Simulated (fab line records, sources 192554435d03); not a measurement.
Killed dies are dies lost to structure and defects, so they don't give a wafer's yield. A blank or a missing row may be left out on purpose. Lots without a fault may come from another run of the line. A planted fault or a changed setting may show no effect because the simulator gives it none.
Split-lot experiment | flow n5_finfet | 7 lots, 30 wafers read, on a route of 1938 steps

THE SPLIT
At N5_BEOL_M11_TRENCH_ETCH_37 (etches SiCOH lowk in C4F6/O2, target depth 148.83 nm, time 48 s), the setting target_depth_a was moved away from the recipe's 1488.3 angstrom on 11 of the 30 wafers read, by -30.9% to +59.7%. The other wafers ran this setting at the recipe's value.

FROM THE SPLIT TO THE READING: what the file shows between them, 11 steps
- N5_BEOL_M11_ETCH_41: etches SiCN in CH3F/O2, target depth 42.6 nm, time 86 s
- N5_BEOL_M11_STRIP_77: strips in N2/H2, time 10 s
- N5_BEOL_M11_OCD_MEAS_38
- N5_BEOL_M11_HM_STRIP_39: strips TiN in peroxide tin strip, target depth 25 nm, time 158 s
- N5_BEOL_M11_SRD_40: time 30 s
- N5_BEOL_M11_ECD_50: material Cu, target thk 318 nm
- N5_BEOL_M11_ANNEAL_51: time 90 s
- N5_BEOL_M11_CMP_52: polishes, stops on SiCOH lowk, t overpolish 7 s, target thk 140 nm
- N5_BEOL_M11_THK_MEAS_53: measures by xrf
- N5_BEOL_M11_PRE_CLEAN_55: time 15 s
- N5_BEOL_M11_DEP_56: deposits SiCN from 3MS/NH3, target thk 30 nm, time 10.5 s

THE READING
M11_RS, in ohm/sq, at N5_BEOL_M11_RS_MEAS_57 (measures by four-point-probe). Fault-free wafers of this fab line usually give 0.151 ohm/sq, standard deviation 0.0041 ohm/sq.

wafer  | tool, chamber at the split | target_depth_a as run, angstrom | against the recipe | M11_RS, ohm/sq | against lot-mates on the recipe
L074.1 | rie_diel-01, 1             | 1488.3                          | recipe             | 0.161          | -
L074.5 | rie_diel-01, 1             | 1488.3                          | recipe             | 0.164          | -
L074.6 | rie_diel-01, 0             | 1488.3                          | recipe             | 0.151          | -
L077.3 | rie_diel-06, 3             | 2083                            | +40.0%             | 0.103          | -0.051
L077.5 | rie_diel-06, 0             | 1488.3                          | recipe             | 0.154          | -
L077.6 | rie_diel-06, 1             | 1488.3                          | recipe             | 0.153          | -
L076.1 | rie_diel-06, 2             | 1488.3                          | recipe             | 0.149          | -
L076.2 | rie_diel-06, 1             | 1807                            | +21.4%             | 0.123          | -0.029
L076.3 | rie_diel-06, 0             | 1488.3                          | recipe             | 0.158          | -
L076.4 | rie_diel-06, 3             | 1807                            | +21.4%             | 0.123          | -0.029
L076.5 | rie_diel-06, 2             | 1488.3                          | recipe             | 0.148          | -
L076.6 | rie_diel-06, 1             | 1807                            | +21.4%             | 0.121          | -0.031
L078.1 | rie_diel-06, 2             | 1488.3                          | recipe             | 0.149          | -
L078.2 | rie_diel-06, 0             | 1488.3                          | recipe             | 0.155          | -
L078.3 | rie_diel-06, 3             | 1488.3                          | recipe             | 0.151          | -
L078.4 | rie_diel-06, 2             | 1488.3                          | recipe             | 0.149          | -
L078.5 | rie_diel-06, 3             | 1488.3                          | recipe             | 0.151          | -
L078.6 | rie_diel-06, 0             | 1488.3                          | recipe             | 0.155          | -
L093.2 | rie_diel-06, 1             | 1029                            | -30.9%             | 0.232          | +0.084
L093.5 | rie_diel-06, 2             | 1488.3                          | recipe             | 0.148          | -
L093.6 | rie_diel-06, 1             | 1029                            | -30.9%             | 0.230          | +0.082
L096.1 | rie_diel-01, 1             | 2254                            | +51.4%             | 0.095          | -0.057
L096.2 | rie_diel-01, 2             | 1488.3                          | recipe             | 0.152          | -
L096.3 | rie_diel-01, 0             | 1488.3                          | recipe             | 0.152          | -
L096.4 | rie_diel-01, 2             | 1488.3                          | recipe             | 0.151          | -
L096.5 | rie_diel-01, 0             | 2254                            | +51.4%             | 0.093          | -0.059
L096.6 | rie_diel-01, 1             | 2254                            | +51.4%             | 0.094          | -0.058
L097.1 | rie_diel-05, 0             | 2377                            | +59.7%             | 0.088          | -0.055
L097.2 | rie_diel-05, 3             | 1488.3                          | recipe             | 0.143          | -
L097.3 | rie_diel-05, 1             | 2377                            | +59.7%             | 0.088          | -0.055

THE FIT
A straight line over all 30 wafers: M11_RS changes by -0.00135 ohm/sq for each +1% of target_depth_a; r = -0.95; the points scatter about the line by 0.011 ohm/sq.
The same after taking each lot's own level away (the mean of its wafers on the recipe; 30 wafers): -0.00131 ohm/sq for each +1%; r = -0.93; scatter 0.012 ohm/sq.
On that fit, the largest move of target_depth_a shifts the reading by 0.078 ohm/sq.
The lots' own levels span 0.1430 to 0.1587 ohm/sq, that is 3.8 times the standard deviation above.
So the lot-to-lot level changes the slope little: the two slopes agree.
Check: with one of the wafers moved furthest among these (+59.7%) left out of the fit, the line predicts -0.077 ohm/sq for it against its lot-mates. It came out at -0.055 ohm/sq against them.

THE WHOLE CHAIN: every reading that the file lists as answering this split, in the file's order
step                       | what it does                                                       | reading                                                                           | change (the file's fit)               | r (the file's)
N5_BEOL_M11_TRENCH_ETCH_37 | etches SiCOH lowk in C4F6/O2, target depth 148.83 nm, time 48 s    | etch.depth_nm (the simulator's own value, which no gauge read)                    | +1.48 nm for each +1% of the setting  | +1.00
N5_BEOL_M11_TRENCH_ETCH_37 | etches SiCOH lowk in C4F6/O2, target depth 148.83 nm, time 48 s    | BEOL_M11.feature_depth_nm (the simulator's own value, which no gauge read)        | +1.48 nm for each +1% of the setting  | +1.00
N5_BEOL_M11_TRENCH_ETCH_37 | etches SiCOH lowk in C4F6/O2, target depth 148.83 nm, time 48 s    | TiN_of_BEOL_M11_HM_DEP_02.thk_nm (the simulator's own value, which no gauge read) | -0.041 nm for each +1% of the setting | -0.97
N5_BEOL_M11_OCD_MEAS_38    |                                                                    | trench_depth_nm                                                                   | +1.47 nm for each +1% of the setting  | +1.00
N5_BEOL_M11_CMP_52         | polishes, stops on SiCOH lowk, t overpolish 7 s, target thk 140 nm | Cu_of_BEOL_M11_ECD_50.thk_nm (the simulator's own value, which no gauge read)     | +1.47 nm for each +1% of the setting  | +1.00
N5_BEOL_M11_THK_MEAS_53    | measures by xrf                                                    | M11_THK                                                                           | +1.44 for each +1% of the setting     | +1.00
N5_BEOL_M11_RS_MEAS_57     | measures by four-point-probe                                       | M11_RS                                                                            | -0.00121 for each +1% of the setting  | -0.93

THE FILE'S OWN FIT
M11_RS changes by -0.00121 ohm/sq for each +1% of target_depth_a, r = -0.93.
